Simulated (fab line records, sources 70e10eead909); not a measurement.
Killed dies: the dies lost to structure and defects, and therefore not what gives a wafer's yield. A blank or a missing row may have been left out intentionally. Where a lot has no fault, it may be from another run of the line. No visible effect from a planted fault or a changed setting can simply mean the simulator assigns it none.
Which of the tools did it? || flow nandHarc || 39 wafers from 13 lots sampled at 6 of the route's 1302 steps

## WHAT EACH GAUGE READ, for each wafer
NHARC_A_ZERO_WELL_CD_MEAS_10: the cd target is 2000 nm.
{"lot": "L408", "measured": "day 7 03:49", "on": "cdSem-02", "cdNm (nm)": "1997.8 2000.3 2003.0"}
{"lot": "L409", "measured": "day 7 17:47", "on": "cdSem-02", "cdNm (nm)": "2000.8 1999.7 1998.9"}
{"lot": "L410", "measured": "day 7 18:50", "on": "cdSem-02", "cdNm (nm)": "2002.4 1997.8 1998.3"}
{"lot": "L412", "measured": "day 8 18:41", "on": "cdSem-03", "cdNm (nm)": "1998.1 1998.1 1999.1"}
{"lot": "L413", "measured": "day 9 08:12", "on": "cdSem-01", "cdNm (nm)": "2002.1 2002.2 1999.5"}
{"lot": "L414", "measured": "day 9 11:10", "on": "cdSem-02", "cdNm (nm)": "1999.2 2001.7 1997.2"}
{"lot": "L418", "measured": "day 11 09:37", "on": "cdSem-03", "cdNm (nm)": "2002.2 2002.3 1999.3"}
{"lot": "L419", "measured": "day 11 19:40", "on": "cdSem-03", "cdNm (nm)": "1998.0 1997.5 1999.7"}
{"lot": "L420", "measured": "day 11 23:14", "on": "cdSem-03", "cdNm (nm)": "1999.6 2000.5 2000.5"}
{"lot": "L424", "measured": "day 13 23:35", "on": "cdSem-02", "cdNm (nm)": "2002.4 1997.2 2000.7"}
{"lot": "L425", "measured": "day 14 01:27", "on": "cdSem-03", "cdNm (nm)": "2001.4 1998.0 1997.9"}
{"lot": "L428", "measured": "day 15 07:18", "on": "cdSem-03", "cdNm (nm)": "2002.2 2003.8 1999.9"}
{"lot": "L429", "measured": "day 15 20:19", "on": "cdSem-02", "cdNm (nm)": "2001.3 2001.2 2000.6"}

NHARC_A_ONON_D1_THK_MEAS_18: measures by ellipsometry.
{"lot": "L408", "measured": "day 8 12:58", "on": "filmMetro-01", "thkNm (nm)": "1004 1003 1005"}
{"lot": "L409", "measured": "day 9 02:47", "on": "filmMetro-01", "thkNm (nm)": "998 998 999"}
{"lot": "L410", "measured": "day 9 03:08", "on": "filmMetro-02", "thkNm (nm)": "1015 1015 1013"}
{"lot": "L412", "measured": "day 9 23:31", "on": "filmMetro-01", "thkNm (nm)": "988 989 989"}
{"lot": "L413", "measured": "day 10 17:47", "on": "filmMetro-02", "thkNm (nm)": "1009 1008 1008"}
{"lot": "L414", "measured": "day 10 17:32", "on": "filmMetro-01", "thkNm (nm)": "1016 1016 1018"}
{"lot": "L418", "measured": "day 12 18:25", "on": "filmMetro-01", "thkNm (nm)": "1011 1010 1011"}
{"lot": "L419", "measured": "day 13 07:01", "on": "filmMetro-02", "thkNm (nm)": "998 996 998"}
{"lot": "L420", "measured": "day 13 10:32", "on": "filmMetro-02", "thkNm (nm)": "1002 1003 1000"}
{"lot": "L424", "measured": "day 15 08:30", "on": "filmMetro-01", "thkNm (nm)": "1005 1004 1006"}
{"lot": "L425", "measured": "day 15 08:29", "on": "filmMetro-02", "thkNm (nm)": "988 988 987"}
{"lot": "L428", "measured": "day 16 16:13", "on": "filmMetro-01", "thkNm (nm)": "680 682 681"}
{"lot": "L429", "measured": "day 17 06:22", "on": "filmMetro-01", "thkNm (nm)": "660 661 660"}

NHARC_END_SORT_01.
{"lot": "L428", "measured": "day 33 10:32", "on": "prober-02", "killedAtArray": "669 669 673", "killedAtOther": "4 2 2", "killedAtPeriphery": "4 6 2", "killedDies": "677 677 677", "killedOpen": "5 2 4", "killedShort": "4 1 3"}
{"lot": "L429", "measured": "day 33 03:28", "on": "prober-01", "killedAtArray": "674 673 674", "killedAtOther": "0 0 0", "killedAtPeriphery": "3 4 3", "killedDies": "677 677 677", "killedOpen": "2 3 4", "killedShort": "3 5 0"}

## EACH LOT AND THE TOOL THAT RAN IT (in order: tool; ch and the chambers of the sampled wafers; start)
{"lot": "L408", "NHARC_A_ZERO_WELL_DESCUM_12": "rieDiel-05 ch 2,3, day 7 03:59", "NHARC_A_ONON_D1_DEP_16": "pecvdOnon-01 ch 0, day 8 12:27", "NHARC_A_CHANNEL_HOLE_D1_DEP_01": "pecvd-04 ch 0,1,2, day 8 18:01"}
{"lot": "L409", "NHARC_A_ZERO_WELL_DESCUM_12": "rieDiel-05 ch 0,2, day 7 17:56", "NHARC_A_ONON_D1_DEP_16": "pecvdOnon-01 ch 0, day 9 02:20", "NHARC_A_CHANNEL_HOLE_D1_DEP_01": "pecvd-01 ch 1,2, day 9 14:29"}
{"lot": "L410", "NHARC_A_ZERO_WELL_DESCUM_12": "rieDiel-05 ch 0,3, day 7 19:00", "NHARC_A_ONON_D1_DEP_16": "pecvdOnon-01 ch 0, day 9 02:44", "NHARC_A_CHANNEL_HOLE_D1_DEP_01": "pecvd-04 ch 0,1,2, day 9 15:13"}
{"lot": "L412", "NHARC_A_ZERO_WELL_DESCUM_12": "rieDiel-09 ch 0,1,3, day 8 18:51", "NHARC_A_ONON_D1_DEP_16": "pecvdOnon-01 ch 0, day 9 23:00", "NHARC_A_CHANNEL_HOLE_D1_DEP_01": "pecvd-04 ch 0,1, day 10 04:18"}
{"lot": "L413", "NHARC_A_ZERO_WELL_DESCUM_12": "rieDiel-12 ch 1,2,3, day 9 08:22", "NHARC_A_ONON_D1_DEP_16": "pecvdOnon-04 ch 0, day 10 17:23", "NHARC_A_CHANNEL_HOLE_D1_DEP_01": "pecvd-04 ch 0,1,2, day 10 23:38"}
{"lot": "L414", "NHARC_A_ZERO_WELL_DESCUM_12": "rieDiel-09 ch 0,1,2, day 9 11:20", "NHARC_A_ONON_D1_DEP_16": "pecvdOnon-01 ch 0, day 10 17:02", "NHARC_A_CHANNEL_HOLE_D1_DEP_01": "pecvd-01 ch 1,2, day 10 22:26"}
{"lot": "L418", "NHARC_A_ZERO_WELL_DESCUM_12": "rieDiel-05 ch 1,2,3, day 11 09:47", "NHARC_A_ONON_D1_DEP_16": "pecvdOnon-04 ch 0, day 12 17:54", "NHARC_A_CHANNEL_HOLE_D1_DEP_01": "pecvd-02 ch 0,2, day 12 23:13"}
{"lot": "L419", "NHARC_A_ZERO_WELL_DESCUM_12": "rieDiel-09 ch 1,2,3, day 11 19:49", "NHARC_A_ONON_D1_DEP_16": "pecvdOnon-01 ch 0, day 13 06:41", "NHARC_A_CHANNEL_HOLE_D1_DEP_01": "pecvd-01 ch 0,1,2, day 13 12:49"}
{"lot": "L420", "NHARC_A_ZERO_WELL_DESCUM_12": "rieDiel-09 ch 1,2,3, day 11 23:24", "NHARC_A_ONON_D1_DEP_16": "pecvdOnon-03 ch 0, day 13 10:05", "NHARC_A_CHANNEL_HOLE_D1_DEP_01": "pecvd-04 ch 0,2, day 13 15:24"}
{"lot": "L424", "NHARC_A_ZERO_WELL_DESCUM_12": "rieDiel-09 ch 0,3, day 13 23:44", "NHARC_A_ONON_D1_DEP_16": "pecvdOnon-04 ch 0, day 15 07:59", "NHARC_A_CHANNEL_HOLE_D1_DEP_01": "pecvd-01 ch 1,2, day 15 14:00"}
{"lot": "L425", "NHARC_A_ZERO_WELL_DESCUM_12": "rieDiel-09 ch 0,2,3, day 14 01:37", "NHARC_A_ONON_D1_DEP_16": "pecvdOnon-01 ch 0, day 15 07:58", "NHARC_A_CHANNEL_HOLE_D1_DEP_01": "pecvd-04 ch 0,1,2, day 15 13:57"}
{"lot": "L428", "NHARC_A_ZERO_WELL_DESCUM_12": "rieDiel-09 ch 0,1, day 15 07:26", "NHARC_A_ONON_D1_DEP_16": "pecvdOnon-01 ch 0, day 16 15:53", "NHARC_A_CHANNEL_HOLE_D1_DEP_01": "-"}
{"lot": "L429", "NHARC_A_ZERO_WELL_DESCUM_12": "rieDiel-09 ch 1,3, day 15 20:29", "NHARC_A_ONON_D1_DEP_16": "pecvdOnon-01 ch 0, day 17 05:51", "NHARC_A_CHANNEL_HOLE_D1_DEP_01": "-"}
- NHARC_A_ZERO_WELL_DESCUM_12: chemistry O2, time 3 s.
- NHARC_A_ONON_D1_DEP_16: target thk 1000 nm.
- NHARC_A_CHANNEL_HOLE_D1_DEP_01: deposits SiON, target thk 140 nm.

## WHAT THE TOOLS THEMSELVES READ (means of the sampled wafers that have a number; where no wafer has one, the mark that the record gives instead)
NHARC_A_ZERO_WELL_DESCUM_12.
{"lot": "L408", "tool": "rieDiel-05", "drypumpMotorCurrentA (A)": 5.81, "oesProductAu (a.u.)": 0.995, "rfVppV (V)": 57.8, "showerheadPlenumPTorr (Torr)": 1.92, "throttleValvePct (%)": 11.309}
{"lot": "L409", "tool": "rieDiel-05", "drypumpMotorCurrentA (A)": 5.94, "oesProductAu (a.u.)": 0.996, "rfVppV (V)": 57.3, "showerheadPlenumPTorr (Torr)": 1.82, "throttleValvePct (%)": 11.322}
{"lot": "L410", "tool": "rieDiel-05", "drypumpMotorCurrentA (A)": 5.83, "oesProductAu (a.u.)": 0.996, "rfVppV (V)": 57.4, "showerheadPlenumPTorr (Torr)": 1.91, "throttleValvePct (%)": 11.316}
{"lot": "L412", "tool": "rieDiel-09", "drypumpMotorCurrentA (A)": 6.06, "oesProductAu (a.u.)": 0.990, "rfVppV (V)": 57.6, "showerheadPlenumPTorr (Torr)": 1.89, "throttleValvePct (%)": 11.310}
{"lot": "L413", "tool": "rieDiel-12", "drypumpMotorCurrentA (A)": 5.79, "oesProductAu (a.u.)": 0.988, "rfVppV (V)": 57.0, "showerheadPlenumPTorr (Torr)": 1.89, "throttleValvePct (%)": 11.303}
{"lot": "L414", "tool": "rieDiel-09", "drypumpMotorCurrentA (A)": 5.91, "oesProductAu (a.u.)": 0.990, "rfVppV (V)": 57.4, "showerheadPlenumPTorr (Torr)": 1.88, "throttleValvePct (%)": 11.315}
{"lot": "L418", "tool": "rieDiel-05", "drypumpMotorCurrentA (A)": 5.93, "oesProductAu (a.u.)": 0.988, "rfVppV (V)": 58.5, "showerheadPlenumPTorr (Torr)": 1.96, "throttleValvePct (%)": 11.304}
{"lot": "L419", "tool": "rieDiel-09", "drypumpMotorCurrentA (A)": 6.09, "oesProductAu (a.u.)": 1.001, "rfVppV (V)": 58.3, "showerheadPlenumPTorr (Torr)": 1.86, "throttleValvePct (%)": 11.310}
{"lot": "L420", "tool": "rieDiel-09", "drypumpMotorCurrentA (A)": 6.06, "oesProductAu (a.u.)": 1.003, "rfVppV (V)": 57.4, "showerheadPlenumPTorr (Torr)": 1.86, "throttleValvePct (%)": 11.320}
{"lot": "L424", "tool": "rieDiel-09", "drypumpMotorCurrentA (A)": 5.90, "oesProductAu (a.u.)": 0.982, "rfVppV (V)": 57.4, "showerheadPlenumPTorr (Torr)": 1.91, "throttleValvePct (%)": 11.314}
{"lot": "L425", "tool": "rieDiel-09", "drypumpMotorCurrentA (A)": 5.90, "oesProductAu (a.u.)": 1.000, "rfVppV (V)": 57.2, "showerheadPlenumPTorr (Torr)": 1.88, "throttleValvePct (%)": 11.314}
{"lot": "L428", "tool": "rieDiel-09", "drypumpMotorCurrentA (A)": 5.92, "oesProductAu (a.u.)": 1.006, "rfVppV (V)": 58.0, "showerheadPlenumPTorr (Torr)": 1.90, "throttleValvePct (%)": 11.311}
{"lot": "L429", "tool": "rieDiel-09", "drypumpMotorCurrentA (A)": 6.22, "oesProductAu (a.u.)": 1.007, "rfVppV (V)": 57.5, "showerheadPlenumPTorr (Torr)": 1.86, "throttleValvePct (%)": 11.312}

NHARC_A_CHANNEL_HOLE_D1_DEP_01.
{"lot": "L408", "tool": "pecvd-04", "heaterPowerW (W)": 743}
{"lot": "L409", "tool": "pecvd-01", "heaterPowerW (W)": 811}
{"lot": "L410", "tool": "pecvd-04", "heaterPowerW (W)": 789}
{"lot": "L412", "tool": "pecvd-04", "heaterPowerW (W)": 753}
{"lot": "L413", "tool": "pecvd-04", "heaterPowerW (W)": 719}
{"lot": "L414", "tool": "pecvd-01", "heaterPowerW (W)": 794}
{"lot": "L418", "tool": "pecvd-02", "heaterPowerW (W)": 592}
{"lot": "L419", "tool": "pecvd-01", "heaterPowerW (W)": 796}
{"lot": "L420", "tool": "pecvd-04", "heaterPowerW (W)": 756}
{"lot": "L424", "tool": "pecvd-01", "heaterPowerW (W)": 805}
{"lot": "L425", "tool": "pecvd-04", "heaterPowerW (W)": 753}

## THE ANSWER, worked out from the rows above alone
Rule: what is usual is taken from the lots themselves. The widest of any qualifying gaps counts: lots, ordered by their means at a reading, are off when they make up no more than a third of the lots, leave a main group of 4 or more, and stand apart from it by 3 or more times the standard deviation of that group's means. A main group is skipped when, at the precision printed for the reading in the tables above, its means are all equal. Also off: a lot with no number at a reading for which 4 or more lots have one. Any other lot the step has rows for is counted as sound. First the gauges in route order, then the tools' own readings, where a lot's mean is used as printed above. The first step at which some lot is off is used, and at that step the reading that is off furthest; a lot without a number counts as furthest.
Off: L428, L429 (NHARC_A_ONON_D1_THK_MEAS_18, thkNm). Main group: mean 1003 nm, sd 9.1.
A tool fits if, at a process step before that reading, it ran every lot that is off, and no sound lot after the first of them. Those tools and the gauges at NHARC_A_ONON_D1_THK_MEAS_18 are tried in the same way. Can't be told from this: 3 tools fit, rieDiel-09 at NHARC_A_ZERO_WELL_DESCUM_12, pecvdOnon-01 at NHARC_A_ONON_D1_DEP_16, filmMetro-01 at NHARC_A_ONON_D1_THK_MEAS_18.

## WHAT THE SIMULATOR HAD INSERTED
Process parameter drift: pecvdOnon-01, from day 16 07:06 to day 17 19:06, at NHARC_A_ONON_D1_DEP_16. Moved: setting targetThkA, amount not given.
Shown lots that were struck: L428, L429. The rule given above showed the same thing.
